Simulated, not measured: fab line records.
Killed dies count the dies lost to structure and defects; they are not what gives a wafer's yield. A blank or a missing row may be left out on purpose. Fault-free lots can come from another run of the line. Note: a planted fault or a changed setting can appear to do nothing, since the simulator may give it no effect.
fab line records    flow nand-harc
record: lots: 7  wafers: 21  last-day: 32
route steps=1302 shown A_CHANNEL_FILL_D1@496 END@1302
lots that met no fault: from a run of the same line without faults
start-h: hours from the record's opening day to when the first of the lot's shown wafers began    wait-h: hours elapsed since this lot's preceding step    " the same as in the row above    L1.1+2: a single row standing in for several wafers    - value missing, or start not given    * or withheld: withheld    < > ~ a bound
route shown NAME@n: a module of which the file shows steps, and the number in the route of the first    usual: mean/standard deviation of fault-free wafers    same: alike in all rows    chamber/n: place in a boat    sites: each site's reading    _std_site: the standard deviation of these    _edge_site: outer sites' mean less inner sites'    radius-mm: how far each site lies from the wafer's centre    mask NAME#n: copy n    behind: the most recent tool/chamber to have shaped the wafer    hold: why the lot was held/for how many hours/how that ended    device: transistor that didn't switch, given as n, p or np    end of line: the same wafers' tests at the end of the route    step lacking rows: just its recipe    killed: count of dies lost to structure and defects at first sort (not the wafer's yield)    map: dies across one wafer; x = killed, . = not, _ = none there
set.NAME: setting as actually run; set.NAME@STEP: the setting as run at that earlier step    model.NAME: the simulator's own value behind a step, which no gauge read
lots at selected steps of the route; one table per step, one row per wafer
services: when a tool's chamber went out of use (start-h, in hours from the record's first day, below 0 if earlier), for how many hours, and the reason
== steps ==
step: NHARC_A_CHANNEL_FILL_D1_ALD_16
recipe: target-thk-a: 15  pulse-time-s: 10  ald-cycles: 15  temp-c: 300  material: SiO2
usual: heater-power-w: 463/55  precursor-pulse-height-rel: 1.001/0.023
lot.wafer  tool       chamber  start-h  wait-h  heater-power-w  precursor-pulse-height-rel
L996.3     ald-hk-04  3        218.62   0.0     447             1.003
L996.1     "          2        "        "       533             1.078
L996.5     "          3        "        "       460             0.951
L103.3     ald-hk-02  1        291.08   0.0     455             1.022
L103.1     "          3        "        "       392             1.000
L103.5     "          1        "        "       459             0.984
L106.3     ald-hk-03  0        304.58   0.0     540             1.022
L106.4     "          1        "        "       508             0.979
L106.5     "          0        "        "       564             0.982
L107.2     ald-hk-02  1        318.39   2.0     457             0.984
L107.1     "          2        "        "       462             1.000
L107.3     "          3        "        "       391             0.991
L112.1     ald-hk-02  0        372.81   0.0     399             0.986
L112.4     "          2        "        "       467             0.988
L112.3     "          3        "        "       395             0.971
L114.2     ald-hk-04  3        390.63   0.6     460             0.991
L114.1     "          0        "        "       469             1.020
L114.6     "          2        "        "       499             0.970
L116.3     ald-hk-02  3        412.11   0.1     389             0.944
L116.4     "          0        "        "       407             0.989
L116.5     "          3        "        "       395             1.022
step: NHARC_A_CHANNEL_FILL_D1_ANNEAL_17
recipe: temp-c: 850  time-s: 1800
step: NHARC_A_CHANNEL_FILL_D1_CVD_18
recipe: target-thk-a: 30  temp-c: 550  material: poly-Si
step: NHARC_A_CHANNEL_FILL_D1_ETCHBACK_19
recipe: target-depth-a: 50  time-s: 1.7  hbr-flow-sccm: 150  cl2-flow-sccm: 50  rf-w: 400  icp-w: 400  bias-w: 100  chemistry: HBr/Cl2
usual: drypump-motor-current-A: 5.6/0.37  mfc-cl2-sccm: 50.00/0.17  oes-product-au: 0.999/0.0099  throttle-valve-pct: 26.407/0.0077
lot.wafer  tool       chamber  start-h  wait-h  drypump-motor-current-A  mfc-cl2-sccm  oes-product-au  rf-hours-counter-h  throttle-valve-pct
L996.1     rie-si-04  3        230.63   0.4     5.5                      50.10         0.996           0.5                 26.407
L996.3     "          0        "        "       5.6                      49.91         0.997           0.3                 26.400
L996.5     "          1        "        "       5.2                      49.95         1.006           -                   26.407
L103.1     rie-si-04  3        303.04   0.4     5.5                      50.08         0.990           0.9                 26.413
L103.3     "          0        "        "       5.6                      49.91         0.984           0.8                 26.392
L103.5     "          2        "        "       6.5                      50.10         1.015           -                   26.395
L106.4     rie-si-01  0        318.12   0.4     5.4                      50.20         1.000           0.5                 26.411
L106.3     "          3        "        "       5.7                      49.99         0.982           0.6                 26.407
L106.5     "          0        "        "       5.4                      50.04         1.006           -                   26.415
L107.2     rie-si-06  0        330.75   0.4     5.9                      49.96         0.993           0.4                 26.394
L107.1     "          1        "        "       5.8                      49.92         0.991           0.5                 26.400
L107.3     "          3        "        "       5.3                      49.88         0.987           0.6                 26.406
L112.3     rie-si-01  1        385.99   0.4     6.0                      49.82         1.010           0.0                 26.407
L112.4     "          2        "        "       5.4                      50.08         0.998           0.0                 26.416
L112.1     "          3        "        "       5.7                      49.89         1.014           0.0                 26.402
L114.1     rie-si-01  1        403.75   0.4     6.1                      49.62         1.019           0.1                 26.408
L114.2     "          0        "        "       5.4                      50.06         1.001           0.2                 26.406
L114.6     "          1        "        "       6.1                      49.81         1.019           -                   26.412
L116.4     rie-si-04  0        423.83   0.4     5.6                      50.00         1.002           0.5                 26.410
L116.3     "          3        "        "       5.4                      49.71         0.998           0.5                 26.417
L116.5     "          0        "        "       5.6                      50.20         1.009           -                   26.415
step: NHARC_A_CHANNEL_FILL_D1_ETCHBACK_20
recipe: target-depth-a: 270  time-s: 13.5  c4f8-flow-sccm: withheld  o2-flow-sccm: 8  ar-flow-sccm: withheld  rf-w: 600  bias-w: 1500  chemistry: C4F8/O2/Ar
usual: oes-product-au: 0.97/0.037  rf-vpp-V: 979/5.7  run-length-s: 34.8/0.41
lot.wafer  tool         chamber  start-h  wait-h  oes-product-au  rf-hours-counter-h  rf-vpp-V  run-length-s
L996.3     rie-diel-12  3        230.74   -       0.93            8.7                 971       35.2
L996.1     "            0        "        "       0.93            9.4                 982       34.7
L996.5     "            3        "        "       0.93            -                   970       35.8
L103.3     rie-diel-01  2        303.16   -       1.01            3.2                 983       35.1
L103.1     "            3        "        "       1.00            3.1                 973       35.4
L103.5     "            1        "        "       0.99            -                   985       34.6
L106.4     rie-diel-01  0        318.25   -       0.94            4.6                 978       34.5
L106.3     "            2        "        "       0.94            4.5                 984       35.1
L106.5     "            0        "        "       0.93            -                   978       34.7
L107.3     rie-diel-06  2        330.87   -       1.00            0.4                 976       34.6
L107.2     "            3        "        "       1.00            0.5                 983       34.8
L107.1     "            0        "        "       0.99            0.4                 975       34.2
L112.1     rie-diel-12  0        386.15   -       0.93            4.1                 983       34.6
L112.4     "            1        "        "       0.93            4.3                 970       33.8
L112.3     "            2        "        "       0.91            4.9                 975       34.5
L114.1     rie-diel-01  1        403.89   -       1.00            0.2                 986       34.9
L114.2     "            3        "        "       0.99            0.2                 974       34.6
L114.6     "            1        "        "       1.00            -                   987       34.6
L116.4     rie-diel-01  2        423.95   -       1.00            1.7                 985       35.1
L116.3     "            1        "        "       0.99            1.7                 985       35.1
L116.5     "            2        "        "       1.00            -                   984       35.0
step: NHARC_A_CHANNEL_FILL_D1_STRIP_28
recipe: time-s: 20  o2-flow-sccm: 500  ar-flow-sccm: 0  bias-w: 0  chemistry: O2
usual: drypump-motor-current-A: 5.9/0.59  oes-product-au: 0.999/0.0092  rf-vpp-V: 58.0/0.91  showerhead-plenum-p-Torr: 3.54/0.14  throttle-valve-pct: 17.037/0.0084
lot.wafer  tool         chamber  start-h  wait-h  drypump-motor-current-A  oes-product-au  rf-hours-counter-h  rf-vpp-V  showerhead-plenum-p-Torr  throttle-valve-pct
L996.1     rie-diel-12  3        230.83   0.1     5.9                      1.010           8.7                 58.2      3.32                      17.048
L996.3     "            0        "        "       6.6                      1.004           9.4                 58.1      3.64                      17.052
L996.5     "            1        "        "       4.7                      1.000           -                   56.3      3.31                      17.050
L103.1     rie-diel-01  2        303.23   0.1     5.9                      1.005           3.2                 57.7      3.68                      17.023
L103.3     "            0        "        "       5.2                      1.012           3.1                 59.6      3.51                      17.037
L103.5     "            2        "        "       6.0                      1.006           -                   58.5      3.68                      17.049
L106.4     rie-diel-01  0        318.34   0.1     5.2                      1.010           4.6                 59.3      3.51                      17.047
L106.3     "            3        "        "       6.5                      1.001           4.7                 59.6      3.41                      17.045
L106.5     "            1        "        "       5.2                      1.006           -                   57.4      3.71                      17.046
L107.3     rie-diel-06  2        330.97   0.1     6.6                      0.996           0.4                 56.6      3.52                      17.027
L107.1     "            0        "        "       5.8                      1.000           0.4                 57.4      3.45                      17.040
L107.2     "            1        "        "       5.9                      1.015           0.3                 59.7      3.77                      17.033
L112.3     rie-diel-12  1        386.24   0.1     4.7                      0.999           4.3                 57.5      3.30                      17.029
L112.4     "            2        "        "       6.7                      0.999           4.9                 57.6      3.44                      17.042
L112.1     "            3        "        "       5.9                      0.982           5.0                 57.1      3.31                      17.012
L114.1     rie-diel-01  3        403.97   0.1     6.6                      0.986           0.3                 55.0      3.41                      17.043
L114.2     "            1        "        "       5.2                      0.996           0.2                 58.0      3.71                      17.037
L114.6     "            3        "        "       6.5                      0.995           -                   57.0      3.41                      17.049
L116.3     rie-diel-01  2        424.05   0.1     5.9                      1.005           1.8                 59.1      3.68                      17.042
L116.4     "            3        "        "       6.5                      0.992           1.7                 56.9      3.41                      17.026
L116.5     "            2        "        "       6.0                      0.998           -                   57.5      3.68                      17.054
step: NHARC_A_CHANNEL_FILL_D1_PRECLEAN_21
recipe: time-s: 30  chemistry: dHF
step: NHARC_A_CHANNEL_FILL_D1_SRD_23
step: NHARC_A_CHANNEL_FILL_D1_CVD_05
recipe: target-thk-a: 50  temp-c: 550  material: poly-Si
step: NHARC_A_CHANNEL_FILL_D1_ANNEAL_22
recipe: temp-c: 620  time-s: 7200
step: NHARC_A_CHANNEL_FILL_D1_THK_MEAS_06
recipe: thk-meas-gauge: ellipsometry
usual: thk-nm: 4.9/0.95
lot.wafer  tool           chamber  start-h  wait-h  thk-nm
L996.1     film-metro-02  -        242.62   0.4     3.3
L996.3     "              -        "        "       4.3
L996.5     "              -        "        "       4.8
L103.1     film-metro-01  -        314.90   0.4     3.7
L103.3     "              -        "        "       5.7
L103.5     "              -        "        "       4.8
L106.3     film-metro-02  -        330.10   0.4     5.3
L106.4     "              -        "        "       5.8
L106.5     "              -        "        "       5.9
L107.1     film-metro-01  -        342.83   0.4     3.4
L107.2     "              -        "        "       6.5
L107.3     "              -        "        "       4.7
L112.1     film-metro-01  -        398.22   0.4     5.3
L112.3     "              -        "        "       5.7
L112.4     "              -        "        "       6.2
L114.1     film-metro-02  -        415.80   0.4     5.6
L114.2     "              -        "        "       5.2
L114.6     "              -        "        "       5.1
L116.3     film-metro-01  -        435.77   0.4     4.8
L116.4     "              -        "        "       3.7
L116.5     "              -        "        "       4.3
step: NHARC_A_CHANNEL_FILL_D1_ALD_25
recipe: target-thk-a: 600  pulse-time-s: 10  ald-cycles: 600  temp-c: 300  material: SiOx
step: NHARC_A_CHANNEL_FILL_D1_ETCHBACK_08
recipe: target-depth-a: 2200  time-s: 110  c4f8-flow-sccm: 20  ar-flow-sccm: withheld  rf-w: 600  bias-w: 300  chemistry: C4F8
usual: oes-product-au: 0.95/0.031  rf-vpp-V: 440.8/2.8  run-length-s: 131.5/0.47
lot.wafer  tool         chamber  start-h  wait-h  oes-product-au  rf-hours-counter-h  rf-vpp-V  run-length-s
L996.3     rie-diel-12  3        249.98   -       0.93            9                   437.4     132.0
L996.1     "            2        "        "       0.91            10                  440.0     131.1
L996.5     "            3        "        "       0.94            -                   435.8     131.9
L103.3     rie-diel-01  0        324.24   -       0.93            5                   440.6     254.4
L103.1     "            1        "        "       0.91            5                   443.9     254.5
L103.5     "            3        "        "       0.93            -                   439.4     254.4
L106.3     rie-diel-01  3        335.77   -       0.93            5                   437.9     254.9
L106.4     "            0        "        "       0.93            5                   440.7     254.3
L106.5     "            2        "        "       0.94            -                   441.6     254.7
L107.2     rie-diel-01  0        348.41   -       1.02            5                   440.2     254.2
L107.1     "            1        "        "       0.99            5                   444.5     254.2
L107.3     "            2        "        "       0.96            5                   444.0     254.8
L112.1     rie-diel-06  2        403.76   -       1.00            6                   439.5     131.0
L112.3     "            3        "        "       0.99            6                   442.1     131.6
L112.4     "            3        "        "       1.00            -                   442.6     131.2
L114.1     rie-diel-06  3        421.42   -       0.99            7                   443.6     131.7
L114.2     "            0        "        "       0.99            6                   438.4     130.9
L114.6     "            2        "        "       0.96            -                   441.4     131.0
L116.3     rie-diel-01  2        441.36   -       0.92            3                   443.2     131.9
L116.4     "            3        "        "       0.91            3                   438.6     131.7
L116.5     "            2        "        "       0.93            -                   444.2     131.6
step: NHARC_A_CHANNEL_FILL_D1_STRIP_29
recipe: time-s: 20  o2-flow-sccm: 500  ar-flow-sccm: 0  bias-w: 0  chemistry: O2
usual: drypump-motor-current-A: 5.9/0.62  oes-product-au: 1.002/0.011  rf-vpp-V: 57.7/0.95  showerhead-plenum-p-Torr: 3.54/0.15  throttle-valve-pct: 17.037/0.0097
lot.wafer  tool         chamber  start-h  wait-h  drypump-motor-current-A  oes-product-au  rf-hours-counter-h  rf-vpp-V  showerhead-plenum-p-Torr  throttle-valve-pct
L996.1     rie-diel-12  1        -        -       4.7                      1.006           8                   59.5      3.31                      17.044
L996.3     "            3        "        "       5.9                      1.017           10                  57.9      3.32                      17.038
L996.5     "            1        "        "       4.7                      1.022           -                   56.7      3.31                      17.047
L103.1     rie-diel-01  2        -        -       5.9                      1.006           5                   59.1      3.68                      17.033
L103.3     "            3        "        "       6.6                      1.000           5                   56.3      3.41                      17.025
L103.5     "            1        "        "       5.2                      1.001           -                   58.9      3.71                      17.045
L106.3     rie-diel-01  0        -        -       5.2                      1.003           5                   58.5      3.51                      17.024
L106.4     "            2        "        "       6.0                      1.007           5                   56.8      3.68                      17.042
L106.5     "            1        "        "       5.2                      0.980           -                   57.5      3.71                      17.050
L107.3     rie-diel-01  1        -        -       5.2                      0.979           5                   57.4      3.71                      17.036
L107.2     "            2        "        "       5.9                      1.014           5                   57.2      3.68                      17.024
L107.1     "            3        "        "       6.5                      1.006           5                   56.9      3.41                      17.041
L112.3     rie-diel-06  1        403.95   0.1     5.9                      1.012           5                   58.0      3.77                      17.049
L112.1     "            2        "        "       6.6                      1.007           6                   58.3      3.52                      17.036
L112.4     "            3        "        "       5.8                      1.013           -                   57.4      3.65                      17.032
L114.2     rie-diel-06  3        -        -       5.7                      1.019           7                   59.1      3.65                      17.018
L114.1     "            0        "        "       5.8                      1.003           6                   58.3      3.45                      17.026
L114.6     "            2        "        "       6.6                      1.012           -                   58.3      3.52                      17.037
L116.4     rie-diel-01  3        -        -       6.6                      0.985           3                   57.4      3.41                      17.036
L116.3     "            0        "        "       5.3                      1.001           3                   56.5      3.51                      17.034
L116.5     "            2        "        "       5.9                      1.003           -                   57.6      3.68                      17.035
step: NHARC_END_SORT_01
recipe: temp-c: 25
usual: killed-at-array: 55/12  killed-at-other: 1.0/1.2  killed-at-periphery: 3.9/2.6  killed-dies: 60/12  killed-open: 3.3/1.9  killed-short: 2.5/1.8
same: gross-dies: 677
lot.wafer  tool       chamber  start-h  wait-h  killed-at-array  killed-at-other  killed-at-periphery  killed-dies  killed-open  killed-short
L103.1     prober-01  0        648.83   2.5     57               4                2                    63           0            4
L103.3     prober-01  0        650.42   3.1     57               1                4                    62           3            2
L103.5     prober-01  0        652.00   3.7     65               1                6                    72           8            3
L106.3     prober-01  0        665.76   3.1     52               0                4                    56           4            7
L106.4     prober-01  0        666.56   3.4     43               3                5                    51           3            3
L106.5     prober-01  0        667.37   3.7     43               1                1                    45           1            6
L107.1     prober-01  0        671.97   2.5     40               0                5                    45           3            2
L107.2     prober-01  0        672.78   2.8     45               0                1                    46           6            2
L107.3     prober-01  0        673.59   3.1     48               0                0                    48           2            3
L112.1     prober-01  0        731.84   2.5     56               3                1                    60           4            1
L112.3     prober-01  0        733.46   3.1     51               0                4                    55           3            1
L112.4     prober-01  0        734.26   3.4     59               0                5                    64           1            4
L114.1     prober-02  0        745.08   2.5     46               2                3                    51           6            7
L114.2     prober-02  0        745.90   2.8     35               0                1                    36           0            2
L114.6     prober-02  0        749.16   4.1     39               0                0                    39           3            1
L116.3     prober-02  0        768.55   3.1     46               0                5                    51           0            2
L116.4     prober-02  0        769.34   3.4     56               0                2                    58           7            2
L116.5     prober-02  0        770.13   3.7     51               1                2                    54           4            6
killed by level:class
L103.1 A_CHANNEL_HOLE_D1:chamber-film-flake=29 A_CHANNEL_HOLE_D2:chamber-film-flake=15 THIN_TSV:chamber-film-flake=4 A_CONTACT:chamber-film-flake=3 A_STAIRCASE:chamber-film-flake=3 A_SLIT:chamber-film-flake=3 A_CHANNEL_FILL_D1:geometric-particle:short=2 P_CONTACT:geometric-particle:short=1
L103.3 A_CHANNEL_HOLE_D1:chamber-film-flake=28 A_CHANNEL_HOLE_D2:chamber-film-flake=12 A_STAIRCASE:chamber-film-flake=8 P_GATE:chamber-film-flake=2 A_CHANNEL_HOLE_D2:geometric-particle:open=1 A_CHANNEL_HOLE_D2:geometric-particle:short=1 A_CHANNEL_FILL_D2:geometric-particle:open=1 A_CHANNEL_FILL_D2:geometric-particle:short=1
L103.5 A_CHANNEL_HOLE_D1:chamber-film-flake=27 A_CHANNEL_HOLE_D2:chamber-film-flake=19 A_DECK1_JOINT:chamber-film-flake=4 A_CONTACT:chamber-film-flake=3 A_CHANNEL_FILL_D2:geometric-particle:open=2 A_CHANNEL_FILL_D2:geometric-particle:short=2 A_STAIRCASE:chamber-film-flake=2 P_GATE:geometric-particle:open=1
L106.3 A_SLIT:chamber-film-flake=35 A_CHANNEL_HOLE_D1:chamber-film-flake=4 A_ONON_D2:geometric-particle:short=2 P_STI:chamber-film-flake=2 A_DECK1_JOINT:chamber-film-flake=2 P_STI:geometric-particle:short=1 P_GATE:geometric-particle:short=1 A_ONON_D1:geometric-particle:short=1
L106.4 A_SLIT:chamber-film-flake=28 A_CHANNEL_HOLE_D1:chamber-film-flake=4 THIN_TSV:chamber-film-flake=3 P_M1:chamber-film-flake=3 A_WL_FILL:chamber-film-flake=3 A_CHANNEL_HOLE_D2:chamber-film-flake=2 A_SOURCE_PLATE:geometric-particle:short=1 A_ONON_D1:geometric-particle:open=1
L106.5 A_SLIT:chamber-film-flake=30 A_CHANNEL_HOLE_D1:chamber-film-flake=2 A_ONON_D1:geometric-particle:open=1 A_ONON_D1:geometric-particle:short=1 A_CHANNEL_FILL_D1:geometric-particle:short=1 A_ONON_D2:geometric-particle:short=1 A_SGD_CUT:geometric-particle:short=1 A_WL_FILL:geometric-particle:short=1
L107.1 A_CHANNEL_HOLE_D1:chamber-film-flake=25 A_CONTACT:chamber-film-flake=7 P_CONTACT:geometric-particle:open=2 A_CHANNEL_HOLE_D2:geometric-particle:short=1 A_SGD_CUT:geometric-particle:open=1 A_WL_FILL:geometric-particle:short=1 A_ZERO_WELL:chamber-film-flake=1 P_ZERO_WELL:chamber-film-flake=1
L107.2 A_CHANNEL_HOLE_D1:chamber-film-flake=25 A_CONTACT:chamber-film-flake=4 A_CHANNEL_FILL_D1:geometric-particle:open=2 A_CHANNEL_FILL_D2:chamber-film-flake=2 A_M0:chamber-film-flake=2 P_M0:geometric-particle:open=1 A_DECK1_JOINT:geometric-particle:short=1 A_CHANNEL_FILL_D2:geometric-particle:open=1
L107.3 A_CHANNEL_HOLE_D1:chamber-film-flake=28 A_CONTACT:chamber-film-flake=7 A_SLIT:chamber-film-flake=6 A_WL_FILL:geometric-particle:short=2 A_CHANNEL_HOLE_D2:geometric-particle:open=1 A_CONTACT:geometric-particle:short=1 A_M1:geometric-particle:open=1 A_CHANNEL_HOLE_D2:chamber-film-flake=1
L112.1 A_SLIT:chamber-film-flake=32 A_CHANNEL_HOLE_D1:chamber-film-flake=8 A_CONTACT:chamber-film-flake=6 THIN_TSV:chamber-film-flake=3 A_CHANNEL_FILL_D1:chamber-film-flake=2 A_STAIRCASE:chamber-film-flake=2 A_DECK1_JOINT:geometric-particle:open=1 A_ONON_D2:geometric-particle:open=1
L112.3 A_SLIT:chamber-film-flake=31 A_CHANNEL_HOLE_D1:chamber-film-flake=7 A_CONTACT:chamber-film-flake=4 P_STI:chamber-film-flake=2 A_DECK1_JOINT:chamber-film-flake=2 A_WL_FILL:chamber-film-flake=2 A_DECK1_JOINT:geometric-particle:open=1 A_DECK1_JOINT:geometric-particle:short=1
L112.4 A_SLIT:chamber-film-flake=35 A_CHANNEL_HOLE_D1:chamber-film-flake=9 A_CONTACT:chamber-film-flake=5 P_STI:chamber-film-flake=3 A_CHANNEL_FILL_D2:geometric-particle:short=2 P_GATE:chamber-film-flake=2 A_ONON_D1:geometric-particle:open=1 A_ONON_D2:geometric-particle:short=1
L114.1 A_CONTACT:chamber-film-flake=12 A_CHANNEL_HOLE_D1:chamber-film-flake=11 A_SLIT:chamber-film-flake=7 A_WL_FILL:geometric-particle:short=4 A_STAIRCASE:chamber-film-flake=4 P_M0:geometric-particle:open=2 A_DECK1_JOINT:geometric-particle:open=1 A_ONON_D2:geometric-particle:open=1
L114.2 A_CHANNEL_HOLE_D1:chamber-film-flake=14 A_CONTACT:chamber-film-flake=10 A_STAIRCASE:chamber-film-flake=4 A_SLIT:chamber-film-flake=3 A_DECK1_JOINT:geometric-particle:short=1 A_ONON_D2:geometric-particle:short=1 P_ZERO_WELL:chamber-film-flake=1 A_ZERO_WELL:chamber-film-flake=1
L114.6 A_CHANNEL_HOLE_D1:chamber-film-flake=12 A_CONTACT:chamber-film-flake=9 A_WL_FILL:chamber-film-flake=5 A_SLIT:chamber-film-flake=3 A_CHANNEL_HOLE_D2:chamber-film-flake=2 A_SGD_CUT:geometric-particle:open=1 A_WL_FILL:geometric-particle:short=1 A_WL_FILL:geometric-particle:open=1
L116.3 A_CHANNEL_HOLE_D2:chamber-film-flake=27 A_SLIT:chamber-film-flake=8 A_CONTACT:chamber-film-flake=6 A_ZERO_WELL:chamber-film-flake=2 P_GATE:geometric-particle:short=1 P_M0:geometric-particle:short=1 P_ZERO_WELL:chamber-film-flake=1 P_STI:chamber-film-flake=1
L116.4 A_CHANNEL_HOLE_D2:chamber-film-flake=25 A_SLIT:chamber-film-flake=9 A_CONTACT:chamber-film-flake=5 A_ZERO_WELL:chamber-film-flake=3 A_STAIRCASE:chamber-film-flake=3 A_ONON_D1:geometric-particle:open=2 A_CHANNEL_HOLE_D1:unspecified=2 P_CONTACT:geometric-particle:open=1
L116.5 A_CHANNEL_HOLE_D2:chamber-film-flake=27 A_SLIT:chamber-film-flake=7 A_CONTACT:chamber-film-flake=5 A_STAIRCASE:chamber-film-flake=3 A_WL_FILL:geometric-particle:short=2 P_M0:geometric-particle:open=1 P_M0:geometric-particle:short=1 A_ONON_D1:geometric-particle:short=1
== services ==
tool         chamber  start-h  hours  kind
rie-diel-01  -        203.80   9.0    pm
rie-si-01    1        210.43   26.6   repair
ald-hk-03    -        215.67   10.0   pm
rie-diel-01  -        249.69   0.8    repair
ald-hk-04    -        255.73   10.0   pm
rie-diel-12  -        268.40   9.0    pm
rie-diel-12  0        288.66   8.2    repair
ald-hk-04    -        305.45   0.3    repair
rie-diel-06  -        307.20   9.0    pm
rie-diel-01  2        338.55   6.8    repair
rie-si-04    -        342.00   9.0    pm
rie-diel-01  0        342.59   1.3    repair
rie-diel-12  0        363.23   6.4    repair
rie-diel-12  3        365.35   7.6    repair
rie-si-01    -        370.00   9.0    pm
rie-diel-01  0        374.68   7.3    repair
rie-diel-01  -        380.80   9.0    pm
rie-diel-06  0        396.53   9.4    repair
rie-si-04    -        403.35   0.2    repair
rie-si-04    -        406.88   0.5    repair
rie-diel-12  0        411.98   35.4   repair
rie-diel-01  -        412.07   0.2    repair
rie-diel-12  1        428.58   22.2   repair
ald-hk-04    -        433.73   10.0   pm
== key ==
first-sign: step: NHARC_A_CHANNEL_FILL_D1_ETCHBACK_08  reading: run-length-s  direction: up  sigmas: 99+  usual: *  struck: *
effect none on later readings
met-at NHARC_A_CHANNEL_FILL_D1_ETCHBACK_08
struck-wafers L103.1,L103.3,L103.5,L106.3,L106.4,L106.5,L107.1,L107.2,L107.3
tester-left-out L103,L106,L107
fault: kind: process-parameter-drift  tool: rie-diel-01  chamber: -  onset-h: 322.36  steps: NHARC_A_CHANNEL_FILL_D1_ETCHBACK_08  channel: time-s  offset: *  shape: step  end-h: 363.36  acts-in: *  stated: *
tester-left-out: of these lots the tester's yield and bins aren't shown, on N5 and GAA mostly nor the transistor test; their killed dies are dies lost to structure and defects alone, not to doping, threshold or leakage, so they don't give the yield
